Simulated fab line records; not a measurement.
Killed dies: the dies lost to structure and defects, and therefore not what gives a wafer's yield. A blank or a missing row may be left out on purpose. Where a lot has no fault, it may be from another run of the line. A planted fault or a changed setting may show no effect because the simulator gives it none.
Matching of chambers ; flow n5 finfet ; rie diel-06 running N5_DUMMY_REMOVAL_STRIP_10: 4 sister chambers
The step strips in N2/H2, time 40 s. 22 wafers are shown with their chamber, then 11 later ones without.

EACH WAFER AND ITS CHAMBER
wafer;chamber;drypump motor current A (A);showerhead plenum p Torr (Torr);oes product au (a.u.)
L075.1;1;5.9;3.35;0.71
L075.2;2;5.2;3.43;0.88
L075.3;3;5.8;3.47;0.67
L077.4;2;5.2;3.43;0.86
L077.5;1;5.9;3.34;0.71
L077.6;2;5.2;3.43;0.87
L080.1;2;5.2;3.43;0.86
L080.4;0;5.8;3.49;0.71
L080.5;0;5.8;3.49;0.71
L082.1;0;5.8;3.48;0.71
L082.3;0;5.7;3.48;0.71
L082.5;0;5.8;3.48;0.71
L083.2;3;5.8;3.46;0.66
L083.5;3;5.8;3.46;0.66
L083.6;0;5.7;3.48;0.71
L085.1;3;5.8;3.46;0.65
L085.2;2;5.2;3.42;0.84
L085.3;0;5.8;3.48;0.69
L085.4;2;5.3;3.42;0.85
L085.5;3;5.8;3.46;0.66
L085.6;0;5.8;3.48;0.70
L086.3;2;5.2;3.42;0.84

SIGNATURES (averages over the wafers above)
reading;chamber 0;chamber 1;chamber 2;chamber 3;scatter within a chamber
drypump motor current A;5.775;5.900;5.214;5.800;0.0362
showerhead plenum p Torr;3.4825;3.3450;3.4257;3.4620;0.00501
oes product au;0.7062;0.7100;0.8571;0.6600;0.0104
Rule: a wafer's distance from a chamber is the root of the sum, over the readings, of the square of ((its reading less the chamber's mean) divided by the reading's scatter). If the next closest chamber is less than 2 further off than the closest, the wafer can't be placed; otherwise it belongs to the closest. The scatter is the square root of a quotient: the sum, over the shown wafers, of each reading's squared deviation from its chamber's mean, divided by wafers minus chambers.

WAFERS MISSING THEIR CHAMBER
wafer;drypump motor current A (A);showerhead plenum p Torr (Torr);oes product au (a.u.)
L086.4;5.2;3.42;0.85
L086.5;5.8;3.48;0.70
L095.2;5.9;3.33;0.70
L095.5;5.8;3.45;0.92
L095.6;5.8;3.47;0.69
L096.1;5.2;3.41;0.81
L096.2;5.8;3.47;0.68
L096.3;5.8;3.45;0.91
L097.1;5.8;3.45;0.90
L097.2;5.8;3.47;0.69
L097.4;5.2;3.41;0.82

WHICH CHAMBER EACH ONE RAN IN
wafer;from the rows above;in truth
L086.4;2;2
L086.5;0;0
L095.2;1;1
L095.5;2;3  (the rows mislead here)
L095.6;can't be placed: 0 or 3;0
L096.1;2;2
L096.2;can't be placed: 3 or 0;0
L096.3;2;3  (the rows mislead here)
L097.1;2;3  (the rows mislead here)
L097.2;can't be placed: 0 or 3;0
L097.4;2;2
Placed correctly: 5 of 11. Not placeable from these rows: 3 (in 3, the candidates include the true chamber). Number placed wrongly: 3.
